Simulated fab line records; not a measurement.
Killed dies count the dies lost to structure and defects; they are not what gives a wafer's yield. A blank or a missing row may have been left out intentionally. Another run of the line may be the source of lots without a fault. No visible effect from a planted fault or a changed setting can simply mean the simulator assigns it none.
Code-filled problem report in 8D (eight disciplines) form + flow n5_finfet + the parts of the form that need people (team, actions taken, sign-off) are left out

## 1. THE ISSUE
Mean of raw_defect_count at N5_PMOS_HMC_CHANNEL_EPI_INSPECT_30: 877 across 6 wafers in 2 lots; on wafers with no fault it is 19 (standard deviation 7.1). That is +99 or more standard deviations from the usual mean.
The step: inspects for defects (darkfield).
Earliest sighting: wafer L229.2 on defect_inspect-01 at day 4 02:37. At this step, 24 wafers from 8 lots have a number in the record. By rule, "out" or "out of limits" means more than 4 standard deviations away from the usual mean. The other wafers with a number count as sound.

## 2. WHAT THIS IS AND IS NOT
| question                    | is                                   | is not                                                                                            |
|-----------------------------|--------------------------------------|---------------------------------------------------------------------------------------------------|
| which readings at this step | raw_defect_count                     | -                                                                                                 |
| which lots                  | L229, L230                           | L232, L233, L237, L238, L241, L242                                                                |
| which wafers of those lots  | all that have a number               | -                                                                                                 |
| read on which gauges        | defect_inspect-01, defect_inspect-02 | -                                                                                                 |
| when                        | from day 4 02:37                     | up to then (0 sound wafers); but 18 sound wafers of L232, L233, L237, L238, L241, L242 came after |

## 3. SUSPECTS, AND WHAT RULES EACH OUT
Counting: any tool at a process step up to the reading is kept as a suspect provided that every lot that is out went through it and no sound lot did after the first of them.
- the gauge at N5_PMOS_HMC_CHANNEL_EPI_INSPECT_30: ruled out. Those wafers that are out were read across 2 gauges (defect_inspect-01, defect_inspect-02).
- wet_bench-03 at N5_PMOS_HMC_CHANNEL_EPI_PRECLEAN_24 (cleans in DHF, time 30 s): kept. It ran every lot that is out, first L229 (day 4 01:58), and no sound lot after that.
After counting, what remains is wet_bench-03 at N5_PMOS_HMC_CHANNEL_EPI_PRECLEAN_24.

## 4. THE CAUSE (what the simulator had put in)
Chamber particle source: wet_bench-03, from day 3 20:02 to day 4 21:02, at N5_PMOS_HMC_CHANNEL_EPI_PRECLEAN_24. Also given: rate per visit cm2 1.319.
Only this tool survived the counting.

## 5. THE EFFECT CHAIN, in route order
Each row: a reading whose mean over the struck wafers that have a number lies more than 3 standard deviations from the usual. Only readings for which the record gives a usual standard deviation are gone through. hours: the time from each lot's start at the first step in this table that gives one to its start at this step, as a median over the lots. sigmas: the change in usual standard deviations.
| hours | step                               | reading              | usual  | on struck wafers | change | sigmas      |
|-------|------------------------------------|----------------------|--------|------------------|--------|-------------|
| 0     | N5_PMOS_HMC_CHANNEL_EPI_INSPECT_30 | raw_defect_count     | 19     | 877              | +858   | +99 or more |
| 1     | N5_FIN_SAQP_INSPECT_18             | raw_defect_count     | 471    | 1309             | +838   | +7.0        |
| 6     | N5_FIN_SAQP_INSPECT_40             | raw_defect_count     | 247    | 1062             | +816   | +12         |
| 6     | N5_FIN_CUT_INSPECT_10              | raw_defect_count     | 45     | 891              | +846   | +71         |
| 305   | N5_PASSIVATION_PROBE_49            | defect_limited_yield | 91.6 % | 84.5             | -7.1   | -5.0        |
| 305   | N5_PASSIVATION_PROBE_49            | killed_at_front_end  | 36     | 132              | +96    | +8.0        |
| 305   | N5_PASSIVATION_PROBE_49            | killed_dies          | 100    | 182              | +82    | +4.9        |
| 305   | N5_PASSIVATION_PROBE_49            | sort_bin_5_function  | 5.0 %  | 9.4              | +4.4   | +4.7        |
| 305   | N5_PASSIVATION_PROBE_49            | sort_n_pass          | 1080   | 997              | -83    | -4.9        |
| 305   | N5_PASSIVATION_PROBE_49            | sort_yield_pct       | 91.6 % | 84.5             | -7.1   | -5.1        |
Process steps it contains:
- N5_PASSIVATION_PROBE_49
At these later measuring or inspecting steps, every struck wafer for which the step has a row has a number for every such reading, and none has moved that far: N5_BEOL_M4_RC_MEAS_101.

## 6. HOW IT WOULD HAVE BEEN CAUGHT EARLIER
In this record the first reading out of limits at a measuring or inspecting step was taken at day 4 02:37, 7 hours after the fault began at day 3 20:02.
L230, from the lots that are out (2), started N5_PMOS_HMC_CHANNEL_EPI_PRECLEAN_24 on wet_bench-03 later than day 4 02:37. A hold on the tool at that time would have spared it.
